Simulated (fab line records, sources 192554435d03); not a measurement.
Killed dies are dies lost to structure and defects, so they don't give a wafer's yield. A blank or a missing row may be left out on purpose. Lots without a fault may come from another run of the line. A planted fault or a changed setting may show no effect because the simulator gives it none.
Chamber matching | flow n5_finfet | N5_MOL_CONTACT_COAG_CO_FILL_22 on cvd_co-01: 3 sister chambers
The step material Co, precursor CCTBA/H2, target thk 20 nm. 6 wafers are shown with their chamber, then 7 later ones without.

WAFERS WITH THEIR CHAMBER
wafer  | chamber | heater_power_w (W)
L718.6 | 2       | 231
L721.1 | 1       | 239
L721.4 | 0       | 250
L721.5 | 2       | 228
L723.2 | 1       | 246
L723.4 | 0       | 247

WAFERS WITHOUT THEIR CHAMBER
wafer  | heater_power_w (W)
L723.5 | 232
L725.3 | 235
L725.4 | 230
L725.6 | 243
L727.4 | 245
L727.5 | 229
L727.6 | 252

WHICH CHAMBER EACH WENT THROUGH
wafer  | from the rows above     | in truth
L723.5 | 2                       | 2
L725.3 | can't be placed: 2 or 1 | 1
L725.4 | 2                       | 2
L725.6 | can't be placed: 1 or 0 | 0
L727.4 | can't be placed: 1 or 0 | 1
L727.5 | 2                       | 2
L727.6 | can't be placed: 0 or 1 | 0
Placed correctly: 3 of 7. Can't be placed from these rows: 4 (the true chamber is among the candidates in 4). Placed wrongly: 0.
How it was worked out, from the rows above alone: a wafer's distance from a chamber is the root of the sum, over the readings, of the square of ((its reading less the chamber's mean) divided by the reading's scatter). The wafer belongs to the nearest chamber; if the next one is less than 2 further off, it can't be placed. A chamber's mean is the mean of its shown wafers. The scatter: the root of (the sum of the squares of (reading less its chamber's mean) over the shown wafers, divided by (wafers less chambers)).
